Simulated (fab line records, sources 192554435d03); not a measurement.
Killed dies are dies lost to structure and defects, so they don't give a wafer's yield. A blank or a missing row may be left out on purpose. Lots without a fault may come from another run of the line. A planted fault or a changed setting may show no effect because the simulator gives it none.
Chamber matching | flow n5_finfet | N5_GATE_CUT_ETCH_37 on rie_diel-03: 4 sister chambers
The step etches SOC in N2/H2, target depth 60 nm, overetch 12 nm, time 90 s. 4 wafers are shown with their chamber, then 8 later ones without.

WAFERS WITH THEIR CHAMBER
wafer  | chamber | drypump_motor_current_A (A)
L087.5 | 3       | 6.3
L093.3 | 2       | 5.3
L093.4 | 0       | 5.1
L094.3 | 1       | 5.4

WAFERS WITHOUT THEIR CHAMBER
wafer  | drypump_motor_current_A (A)
L094.4 | 5.3
L094.6 | 5.1
L095.2 | 6.4
L095.5 | 5.1
L095.6 | 6.4
L096.3 | 6.4
L096.5 | 5.3
L096.6 | 6.3

WHICH CHAMBER EACH WENT THROUGH
wafer  | from the rows above     | in truth
L094.4 | can't be placed: 2 or 1 | 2
L094.6 | 0                       | 0
L095.2 | 3                       | 3
L095.5 | 0                       | 0
L095.6 | 3                       | 3
L096.3 | 3                       | 3
L096.5 | can't be placed: 2 or 1 | 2
L096.6 | 3                       | 3
Placed correctly: 6 of 8. Can't be placed from these rows: 2 (the true chamber is among the candidates in 2). Placed wrongly: 0.
How it was worked out, from the rows above alone: a wafer's distance from a chamber is the root of the sum, over the readings, of the square of ((its reading less the chamber's mean) divided by the reading's scatter). The wafer belongs to the nearest chamber; if the next one is less than 2 further off, it can't be placed. A chamber's mean is the mean of its shown wafers. The scatter: with one shown wafer a chamber, the root of the mean of the squares of how far each hidden wafer lies from its nearest shown one.
